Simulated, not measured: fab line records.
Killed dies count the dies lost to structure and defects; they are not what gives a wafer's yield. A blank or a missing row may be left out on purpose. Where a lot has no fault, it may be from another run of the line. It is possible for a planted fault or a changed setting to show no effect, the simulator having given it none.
fab line records	flow n5Finfet
[record] lots = 11	wafers = 33	lastDay = 18
route steps=1938 shown BEOL_M15@1805 PASSIVATION@1936
lots that met no fault: taken from a fault-free run of the same line
startH: hours from the record's first day to the start of the lot's first wafer shown	waitH: hours elapsed since this lot's preceding step	" the same as in the row above	L1.1+2: a single row standing in for several wafers	- value missing, or start not given	* or withheld: withheld	< > ~ a bound
route shown NAME@n: names a module that has steps shown in the file, with the first one's number in the route	usual: the fault-free wafers' mean and standard deviation	same: alike in all rows	chamber/n: place in a boat	sites: each site's reading	_std_site: how widely they spread, as a standard deviation	_edge_site: outer sites' mean less inner sites'	radiusMm: for every site, how far away it sits from the centre of the wafer	mask NAME#n: copy n	behind: the last tool/chamber to shape the wafer	hold: why the lot went on hold/how many hours it stayed there/how the hold came to an end	device: names the non-switching transistor (n, p or np)	end of line: the same wafers' tests at the end of the route	for a step that has no rows: nothing shown but its recipe	killed: at the first sort, the dies lost to defects and structure; wafer yield is something else	map: dies across one wafer; x = killed, . = not, _ = none there
set.NAME: the setting as run; set.NAME@STEP: as run at that earlier step	model.NAME: the simulator's own value behind a step, which no gauge read
route steps across a sampled set of lots; one table per step, one row per wafer
services: when a tool's chamber went out of use (startH, in hours from the record's first day, below 0 if earlier), for how many hours, and the reason
[[steps]]
[step N5_BEOL_M15_OVL_MEAS_29]
[recipe] pointsPerWafer = 44
[usual] M15_OVL = 1/5.4
lot.wafer	tool	chamber	startH	waitH	M15_OVL[nm]
L470.2	overlay-01	0	253.87	0.0	10
L470.3	"	0	"	"	1
L470.4	"	0	"	"	8
L469.4	overlay-02	0	256.00	0.0	0
L469.5	"	0	"	"	10
L469.6	"	0	"	"	1
L472.1	overlay-01	0	269.49	0.0	-2
L472.4	"	0	"	"	-5
L472.6	"	0	"	"	-7
L473.1	overlay-02	0	270.19	0.0	3
L473.3	"	0	"	"	1
L473.6	"	0	"	"	9
L475.2	overlay-01	0	294.64	0.0	-6
L475.3	"	0	"	"	-1
L475.5	"	0	"	"	-3
L478.2	overlay-02	0	316.28	0.0	4
L478.3	"	0	"	"	4
L478.6	"	0	"	"	6
L485.2	overlay-02	0	363.94	0.0	0
L485.3	"	0	"	"	2
L485.6	"	0	"	"	3
L483.1	overlay-02	0	365.02	0.0	-6
L483.4	"	0	"	"	-4
L483.5	"	0	"	"	5
L489.2	overlay-01	0	386.54	0.0	5
L489.3	"	0	"	"	9
L489.4	"	0	"	"	7
L490.2	overlay-01	0	408.77	0.0	2
L490.4	"	0	"	"	4
L490.6	"	0	"	"	-1
L491.3	overlay-01	0	411.27	0.0	-2
L491.5	"	0	"	"	2
L491.6	"	0	"	"	4
[step N5_BEOL_M15_SPUTTER_43]
[recipe] material = TaN	targetThkA = 150	tempC = 50	biasV = 168.6	powerW = 15000	chamberPressurePa = 0.12	timeS = 24.19
[usual] cathodeDcPowerW = 15000/2.7	throttleValvePct = 30.2/1
lot.wafer	tool	chamber	startH	waitH	cathodeDcPowerW	throttleValvePct
L470.2	pvdSputter-03	-	256.72	0.0	14999	30.8
L470.3	"	-	"	"	14999	29.8
L470.4	"	-	"	"	15003	30.1
L469.4	pvdSputter-01	-	259.31	0.0	15000	31.7
L469.5	"	-	"	"	14992	28.8
L469.6	"	-	"	"	15001	31.5
L472.1	pvdSputter-01	-	271.11	0.0	15001	31.6
L472.4	"	-	"	"	14994	28.7
L472.6	"	-	"	"	14999	31.0
L473.1	pvdSputter-01	-	271.43	0.0	15004	30.7
L473.3	"	-	"	"	15003	29.8
L473.6	"	-	"	"	15002	31.4
L475.2	pvdSputter-03	-	297.34	0.0	15000	30.4
L475.3	"	-	"	"	15001	29.4
L475.5	"	-	"	"	15003	31.2
L478.2	pvdSputter-03	-	318.26	0.0	15001	29.5
L478.3	"	-	"	"	14998	30.9
L478.6	"	-	"	"	14997	29.9
L485.2	pvdSputter-03	-	366.96	0.0	19261	30.0
L485.3	"	-	"	"	19255	30.9
L485.6	"	-	"	"	19262	29.8
L483.1	pvdSputter-03	-	369.26	0.0	19259	29.6
L483.4	"	-	"	"	19258	29.7
L483.5	"	-	"	"	19260	30.7
L489.2	pvdSputter-01	-	392.52	0.0	15002	30.7
L489.3	"	-	"	"	14999	31.4
L489.4	"	-	"	"	15004	29.8
L490.2	pvdSputter-01	-	417.13	0.0	15001	29.9
L490.4	"	-	"	"	15000	28.4
L490.6	"	-	"	"	14998	31.5
L491.3	pvdSputter-02	-	417.29	0.0	15000	31.1
L491.5	"	-	"	"	15000	31.1
L491.6	"	-	"	"	14993	31.0
[step N5_BEOL_M15_CMP_49]
[recipe] stopOn = SiO2	tOverpolishS = 4.9	downForcePsi = 2	platenRpm = 80	clearingPlatenDownForcePsi = 2	clearingPlatenRpm = 80	postCmpClean = cuAlkaline	targetThkNm = 850	clearingPlatenPadVelocityMS = 1.5917	padVelocityMS = 1.5917
[usual] barrierFieldEndpointS = 11.34/0.29	motorCurrentA = 7.8/0.58
lot.wafer	tool	chamber	startH	waitH	barrierFieldEndpointS	motorCurrentA
L470.3	cmp-04	1	257.55	0.2	11.55	8.1
L470.4	"	2	"	"	11.63	7.8
L470.2	"	0	"	"	11.55	7.2
L469.4	cmp-04	3	260.24	0.2	11.86	7.6
L469.5	"	0	"	"	11.93	7.7
L469.6	"	1	"	"	11.37	8.1
L472.1	cmp-01	2	271.99	0.3	11.88	7.5
L472.4	"	0	"	"	11.65	8.1
L472.6	"	1	"	"	11.84	7.9
L473.1	cmp-02	0	272.36	0.3	11.66	7.3
L473.3	"	1	"	"	11.30	8.3
L473.6	"	2	"	"	11.41	6.4
L475.3	cmp-01	1	298.23	0.2	11.27	8.0
L475.2	"	2	"	"	11.08	7.6
L475.5	"	0	"	"	11.10	8.0
L478.3	cmp-01	3	319.08	0.2	11.30	8.1
L478.2	"	0	"	"	11.49	8.2
L478.6	"	3	"	"	11.66	8.0
L485.2	cmp-01	1	368.02	0.3	13.03	7.9
L485.3	"	2	"	"	12.90	7.0
L485.6	"	3	"	"	12.99	7.9
L483.1	cmp-01	2	370.18	0.3	12.96	7.7
L483.4	"	1	"	"	12.65	8.0
L483.5	"	3	"	"	13.10	7.8
L489.2	cmp-02	0	393.51	0.2	11.19	7.5
L489.3	"	1	"	"	11.41	8.6
L489.4	"	2	"	"	11.32	6.2
L490.2	cmp-01	3	418.05	0.2	11.46	7.8
L490.4	"	1	"	"	11.17	7.9
L490.6	"	2	"	"	11.14	7.4
L491.3	cmp-04	1	418.31	0.2	11.41	7.6
L491.6	"	1	"	"	11.55	7.9
L491.5	"	2	"	"	11.67	8.1
[step N5_BEOL_M15_DEP_53]
[recipe] material = SiCN	targetThkA = 500	tempC = withheld	precursor = 3MS/NH3	pressureTorr = 3	rfW = 675	timeS = 17.8
[usual] showerheadPlenumPTorr = 4.183/0.023	showerheadVppV = 1602/89	throttleValvePct = 18.2/1.2
lot.wafer	tool	chamber	startH	waitH	showerheadPlenumPTorr	showerheadVppV	throttleValvePct
L470.2	pecvd-03	0	257.90	0.0	4.195	1537	17.3
L470.3	"	2	"	"	4.201	1693	17.4
L470.4	"	2	"	"	4.201	1718	17.5
L469.4	pecvd-04	2	260.50	0.0	4.168	1661	17.6
L469.5	"	0	"	"	4.162	1628	17.7
L469.6	"	1	"	"	4.212	1635	19.2
L472.1	pecvd-01	0	272.31	0.0	4.154	1547	17.8
L472.4	"	0	"	"	4.157	1567	17.9
L472.6	"	2	"	"	4.211	1415	16.9
L473.1	pecvd-01	1	272.64	0.0	4.188	1678	20.5
L473.3	"	2	"	"	4.208	1407	17.1
L473.6	"	0	"	"	4.166	1541	17.9
L475.2	pecvd-04	2	298.51	0.0	4.158	1655	17.8
L475.3	"	1	"	"	4.203	1678	19.1
L475.5	"	0	"	"	4.166	1637	17.7
L478.2	pecvd-04	0	319.45	0.0	4.166	1660	17.7
L478.3	"	0	"	"	4.168	1624	17.5
L478.6	"	2	"	"	4.156	1646	17.6
L485.2	pecvd-04	1	368.30	0.0	4.201	1666	19.3
L485.3	"	0	"	"	4.159	1648	17.7
L485.6	"	0	"	"	4.165	1639	17.7
L483.1	pecvd-04	2	370.54	0.0	4.166	1667	17.9
L483.4	"	0	"	"	4.160	1657	17.8
L483.5	"	2	"	"	4.161	1686	17.6
L489.2	pecvd-01	0	393.87	0.0	4.159	1565	18.0
L489.3	"	2	"	"	4.212	1427	17.2
L489.4	"	1	"	"	4.182	1659	20.7
L490.2	pecvd-03	1	418.37	0.0	4.172	1610	17.3
L490.4	"	1	"	"	4.184	1571	17.6
L490.6	"	2	"	"	4.211	1703	17.7
L491.3	pecvd-04	2	418.70	0.0	4.156	1646	17.8
L491.5	"	1	"	"	4.200	1671	16.9
L491.6	"	2	"	"	4.159	1675	18.1
[step N5_BEOL_M15_INSPECT_55]
[recipe] inspectInstrument = darkfield	mode = postDep
[usual] rawDefectCount = 70/22
lot.wafer	tool	chamber	startH	waitH	rawDefectCount
L470.2	defectInspect-02	-	258.00	0.0	56
L470.3	"	-	"	"	38
L470.4	"	-	"	"	46
L469.4	defectInspect-02	-	260.57	0.0	82
L469.5	"	-	"	"	95
L469.6	"	-	"	"	81
L472.1	defectInspect-02	-	272.56	0.2	46
L472.4	"	-	"	"	48
L472.6	"	-	"	"	72
L473.1	defectInspect-02	-	272.73	0.0	61
L473.3	"	-	"	"	83
L473.6	"	-	"	"	73
L475.2	defectInspect-01	-	298.60	0.0	63
L475.3	"	-	"	"	55
L475.5	"	-	"	"	47
L478.2	defectInspect-02	-	319.56	0.0	65
L478.3	"	-	"	"	81
L478.6	"	-	"	"	56
L485.2	defectInspect-02	-	368.39	0.0	48
L485.3	"	-	"	"	61
L485.6	"	-	"	"	66
L483.1	defectInspect-02	-	370.63	0.0	109
L483.4	"	-	"	"	78
L483.5	"	-	"	"	67
L489.2	defectInspect-01	-	393.96	0.0	75
L489.3	"	-	"	"	62
L489.4	"	-	"	"	55
L490.2	defectInspect-02	-	418.47	0.0	71
L490.4	"	-	"	"	55
L490.6	"	-	"	"	73
L491.3	defectInspect-01	-	418.79	0.0	50
L491.5	"	-	"	"	54
L491.6	"	-	"	"	28
[step N5_PASSIVATION_PROBE_49]
[usual] defectLimitedYield = 90.9/1.5	killed_at_M0_to_M3 = 36/10	killed_at_M4_up = 13/5.5	killedAtContacts = 12/5.6	killedAtFrontEnd = 42/12	killedAtOther = 4/3.2	killedDies = 108/18	killedOpen = 71/13	killedShort = 34/7.8	sort_bin_5_function = 5.4/1	sort_bin_6_memory = 3.4/0.68	sortNPass = 1072/18	sortYieldPct = 90.9/1.5
[same] grossDies = 1180	killedAtBackSide = 0	sort_bin_4_leakage[%] = 0	sort_bin_8_speed[%] = 0
lot.wafer	tool	chamber	startH	waitH	defectLimitedYield[%]	killed_at_M0_to_M3	killed_at_M4_up	killedAtContacts	killedAtFrontEnd	killedAtOther	killedDies	killedOpen	killedShort	sort_bin_5_function[%]	sort_bin_6_memory[%]	sortNPass	sortYieldPct[%]
L470.2	prober-01	-	271.75	0.1	89.2	43	13	14	53	4	127	95	32	6.5	3.9	1053	89.2
L470.3	prober-01	-	271.80	0.1	90.1	44	12	14	47	0	117	77	40	5.3	4.2	1063	90.1
L470.4	prober-01	-	271.85	0.2	91.5	35	17	6	39	3	100	69	31	5.6	2.7	1080	91.5
L485.2	prober-02	-	380.91	0.1	89.9	54	13	13	26	13	119	79	40	6.4	3.1	1061	89.9
L485.3	prober-02	-	380.96	0.1	88.6	41	22	19	45	8	135	94	39	7.5	3.6	1045	88.6
L485.6	prober-02	-	381.11	0.3	90.6	45	11	10	40	5	111	83	28	5.3	3.9	1069	90.6
L483.1	prober-01	-	385.70	0.0	92.9	23	13	6	38	4	84	49	35	3.5	3.1	1096	92.9
L483.4	prober-01	-	385.85	0.2	92.8	27	14	7	34	3	85	57	27	4.2	2.8	1095	92.8
L483.5	prober-01	-	385.90	0.2	92.4	34	12	9	32	3	90	73	17	4.6	2.8	1090	92.4
L489.2	prober-01	-	410.77	0.1	90.8	33	17	16	42	1	109	72	32	4.7	3.9	1071	90.8
L489.3	prober-01	-	410.82	0.1	86.9	52	20	19	59	4	154	106	47	8.4	4.4	1026	86.9
L489.4	prober-01	-	410.87	0.2	91.1	30	12	26	37	0	105	74	30	4.8	4.0	1075	91.1
L490.2	prober-01	-	440.81	0.4	86.8	72	13	19	51	1	156	106	50	8.1	4.6	1024	86.8
L490.4	prober-01	-	440.91	0.5	88.0	60	21	12	46	3	142	98	43	7.5	4.2	1038	88.0
L490.6	prober-01	-	441.01	0.6	89.2	49	12	16	45	5	127	86	41	5.9	4.2	1053	89.2
// killed by level:class
L470.2 STI_FIN_REVEAL:geometricParticle:open=30 MOL_CONTACT_COAG:geometricParticle:open=11 BEOL_M2:geometricParticle:open=10 GATE_CUT:geometricParticle:short=8 BEOL_M3:geometricParticle:open=8 BEOL_M4:geometricParticle:open=8 BEOL_M0_SAQP:geometricParticle:open=7 BEOL_M0_SAQP:geometricParticle:short=6
L470.3 BEOL_M0_SAQP:geometricParticle:open=13 FIN_SAQP:geometricParticle:open=12 MOL_CONTACT_COAG:geometricParticle:open=11 BEOL_M0_SAQP:geometricParticle:short=11 STI_FIN_REVEAL:geometricParticle:open=9 BEOL_M4:geometricParticle:open=9 BEOL_M3:geometricParticle:short=7 BEOL_M3:geometricParticle:open=6
L470.4 STI_FIN_REVEAL:geometricParticle:open=15 BEOL_M0_SAQP:geometricParticle:open=10 BEOL_M4:geometricParticle:open=9 BEOL_M3:geometricParticle:short=6 MOL_CONTACT_COAG:geometricParticle:open=6 DUMMY_GATE:geometricParticle:open=4 BEOL_M1:geometricParticle:short=4 BEOL_M2:geometricParticle:open=4
L485.2 BEOL_M3:geometricParticle:open=18 BEOL_M0_SAQP:geometricParticle:short=15 STI_FIN_REVEAL:geometricParticle:open=10 MOL_CONTACT_COAG:geometricParticle:open=10 BEOL_M0_SAQP:geometricParticle:open=10 DUMMY_GATE:geometricParticle:open=6 BEOL_M1:geometricParticle:open=6 MIM_TOP:geometricParticle:short=5
L485.3 STI_FIN_REVEAL:geometricParticle:open=25 MOL_CONTACT_COAG:geometricParticle:open=14 BEOL_M0_SAQP:geometricParticle:short=9 BEOL_M0_SAQP:geometricParticle:open=9 BEOL_M4:geometricParticle:open=9 BEOL_M3:geometricParticle:open=7 MOL_CONTACT_COAG:geometricParticle:short=5 GATE_CUT:geometricParticle:short=4
L485.6 STI_FIN_REVEAL:geometricParticle:open=24 BEOL_M0_SAQP:geometricParticle:short=12 MOL_CONTACT_COAG:geometricParticle:open=9 BEOL_M0_SAQP:geometricParticle:open=9 BEOL_M3:geometricParticle:open=8 BEOL_M2:geometricParticle:open=5 BEOL_M0:geometricParticle:open=4 PASS1_CAP:geometricParticle:open=4
L483.1 STI_FIN_REVEAL:geometricParticle:open=11 FIN_SAQP:geometricParticle:short=8 MOL_CONTACT_COAG:geometricParticle:open=6 BEOL_M3:geometricParticle:open=6 FIN_SAQP:geometricParticle:open=5 BEOL_M0_SAQP:geometricParticle:short=5 BEOL_M2:geometricParticle:short=4 BEOL_M4:geometricParticle:open=4
L483.4 BEOL_M3:geometricParticle:open=9 DUMMY_GATE:geometricParticle:open=6 MOL_CONTACT_COAG:geometricParticle:open=6 BEOL_M2:geometricParticle:open=5 BEOL_M4:geometricParticle:open=5 STI_FIN_REVEAL:geometricParticle:open=4 GATE_CUT:geometricParticle:short=4 BEOL_M0_SAQP:geometricParticle:short=4
L483.5 BEOL_M1:geometricParticle:open=12 DUMMY_GATE:geometricParticle:open=8 MOL_CONTACT_COAG:geometricParticle:open=8 BEOL_M0_SAQP:geometricParticle:open=8 STI_FIN_REVEAL:geometricParticle:open=7 FIN_SAQP:geometricParticle:open=5 BEOL_M4:geometricParticle:open=5 STARTING-WAFER:geometricParticle:open=4
L489.2 MOL_CONTACT_COAG:geometricParticle:open=13 BEOL_M3:geometricParticle:open=10 FIN_SAQP:geometricParticle:open=9 STI_FIN_REVEAL:geometricParticle:open=8 BEOL_M5:geometricParticle:open=8 FIN_SAQP:geometricParticle:short=7 BEOL_M0_SAQP:geometricParticle:short=7 BEOL_M2:geometricParticle:open=6
L489.3 BEOL_M2:geometricParticle:open=19 FIN_SAQP:geometricParticle:open=18 FIN_SAQP:geometricParticle:short=16 MOL_CONTACT_COAG:geometricParticle:open=13 BEOL_M4:geometricParticle:open=9 BEOL_M0_SAQP:geometricParticle:open=9 DUMMY_GATE:geometricParticle:open=7 MOL_CONTACT_COAG:geometricParticle:short=6
L489.4 MOL_CONTACT_COAG:geometricParticle:open=21 FIN_SAQP:geometricParticle:open=10 BEOL_M2:geometricParticle:open=10 FIN_SAQP:geometricParticle:short=9 MOL_CONTACT_COAG:geometricParticle:short=5 BEOL_M4:geometricParticle:open=5 STI_FIN_REVEAL:geometricParticle:open=4 BEOL_M0_SAQP:geometricParticle:short=4
L490.2 BEOL_M0_SAQP:geometricParticle:open=19 FIN_SAQP:geometricParticle:short=16 STI_FIN_REVEAL:geometricParticle:open=16 BEOL_M3:geometricParticle:open=16 MOL_CONTACT_COAG:geometricParticle:open=15 BEOL_M1:geometricParticle:open=12 BEOL_M0_SAQP:geometricParticle:short=11 BEOL_M4:geometricParticle:open=8
L490.4 BEOL_M0_SAQP:geometricParticle:open=23 STI_FIN_REVEAL:geometricParticle:open=14 BEOL_M0_SAQP:geometricParticle:short=13 BEOL_M1:geometricParticle:open=11 MOL_CONTACT_COAG:geometricParticle:open=8 DUMMY_GATE:geometricParticle:open=7 STI_FIN_REVEAL:geometricParticle:short=6 BEOL_M4:geometricParticle:open=5
L490.6 STI_FIN_REVEAL:geometricParticle:open=16 BEOL_M0_SAQP:geometricParticle:open=14 BEOL_M0_SAQP:geometricParticle:short=14 MOL_CONTACT_COAG:geometricParticle:open=13 BEOL_M3:geometricParticle:open=9 BEOL_M4:geometricParticle:open=8 FIN_SAQP:geometricParticle:open=6 STARTING-WAFER:geometricParticle:short=5
[[services]]
tool	chamber	startH	hours	kind
cmp-02	-	235.02	4.0	pm
cmp-01	-	269.35	1.0	repair
pvdSputter-02	-	279.52	3.8	repair
cmp-02	-	288.05	1.8	repair
pecvd-01	-	289.64	1.0	repair
pecvd-04	1	298.99	6.2	repair
cmp-04	-	303.32	4.0	pm
pecvd-04	2	303.65	2.1	scheduledDown
cmp-02	-	304.67	2.7	repair
pecvd-04	1	317.58	4.5	repair
pvdSputter-01	-	320.04	19.6	repair
cmp-02	-	338.04	3.0	repair
cmp-01	-	340.63	5.8	pm
pvdSputter-01	-	354.53	5.4	repair
cmp-02	-	357.57	2.0	repair
pecvd-03	0	357.77	12.8	repair
cmp-04	-	368.99	1.0	repair
cmp-01	-	371.83	0.4	repair
pvdSputter-01	-	386.41	4.6	repair
cmp-04	-	387.11	0.8	repair
cmp-01	-	399.47	8.0	pm
cmp-04	-	402.43	1.0	repair
cmp-04	-	409.90	0.7	repair
pvdSputter-01	-	412.36	3.4	repair
[[key]]
[firstSign] step = N5_BEOL_M15_SPUTTER_43	reading = cathodeDcPowerW	direction = up	sigmas = 99+	usual = *	struck = *
[effect] step = N5_BEOL_M15_CMP_49	reading = barrierFieldEndpointS	direction = up	sigmas = 5.4	usual = 11.34	struck = 12.94
metAt N5_BEOL_M15_SPUTTER_43
struckLots L483,L485
notActingAt N5_BEOL_M15_OVL_MEAS_29,N5_BEOL_M15_DEP_53,N5_BEOL_M15_INSPECT_55
onsetBetween 318.26 366.96
[fault] kind = processParameterDrift	tool = pvdSputter-03	chamber = -	onsetH = 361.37	steps = N5_BEOL_M15_SPUTTER_43	channel = powerW	offset = *	shape = step	endH = 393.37	actsIn = *	stated = *
